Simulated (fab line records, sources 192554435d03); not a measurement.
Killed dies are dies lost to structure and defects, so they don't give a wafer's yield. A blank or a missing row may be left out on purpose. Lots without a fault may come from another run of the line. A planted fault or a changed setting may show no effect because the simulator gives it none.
Chamber matching | flow n5_finfet | N5_BEOL_M4_PECVD_72 on pecvd-04: 3 sister chambers
The step deposits SiO2 from TEOS/O2, target thk 16 nm, time 18 s. 6 wafers are shown with their chamber, then 9 later ones without.

WAFERS WITH THEIR CHAMBER
wafer  | chamber | throttle_valve_pct (%) | showerhead_plenum_p_Torr (Torr)
L079.4 | 0       | 22.0                   | 8.75
L078.1 | 2       | 19.6                   | 8.91
L078.5 | 1       | 24.5                   | 8.77
L088.2 | 2       | 19.6                   | 8.91
L088.3 | 0       | 22.1                   | 8.70
L088.5 | 1       | 24.2                   | 8.77

WAFERS WITHOUT THEIR CHAMBER
wafer  | throttle_valve_pct (%) | showerhead_plenum_p_Torr (Torr)
L089.2 | 24.7                   | 8.77
L089.5 | 22.0                   | 8.74
L089.6 | 24.3                   | 8.76
L094.3 | 22.1                   | 8.70
L094.4 | 24.5                   | 8.75
L094.5 | 19.9                   | 8.88
L095.1 | 24.4                   | 8.76
L095.2 | 20.0                   | 8.90
L095.6 | 22.3                   | 8.74

WHICH CHAMBER EACH WENT THROUGH
wafer  | from the rows above | in truth
L089.2 | 1                   | 1
L089.5 | 0                   | 0
L089.6 | 1                   | 1
L094.3 | 0                   | 0
L094.4 | 1                   | 1
L094.5 | 2                   | 2
L095.1 | 1                   | 1
L095.2 | 2                   | 2
L095.6 | 0                   | 0
Placed correctly: 9 of 9. Can't be placed from these rows: 0. Placed wrongly: 0.
How it was worked out, from the rows above alone: a wafer's distance from a chamber is the root of the sum, over the readings, of the square of ((its reading less the chamber's mean) divided by the reading's scatter). The wafer belongs to the nearest chamber; if the next one is less than 2 further off, it can't be placed. A chamber's mean is the mean of its shown wafers. The scatter: the root of (the sum of the squares of (reading less its chamber's mean) over the shown wafers, divided by (wafers less chambers)).
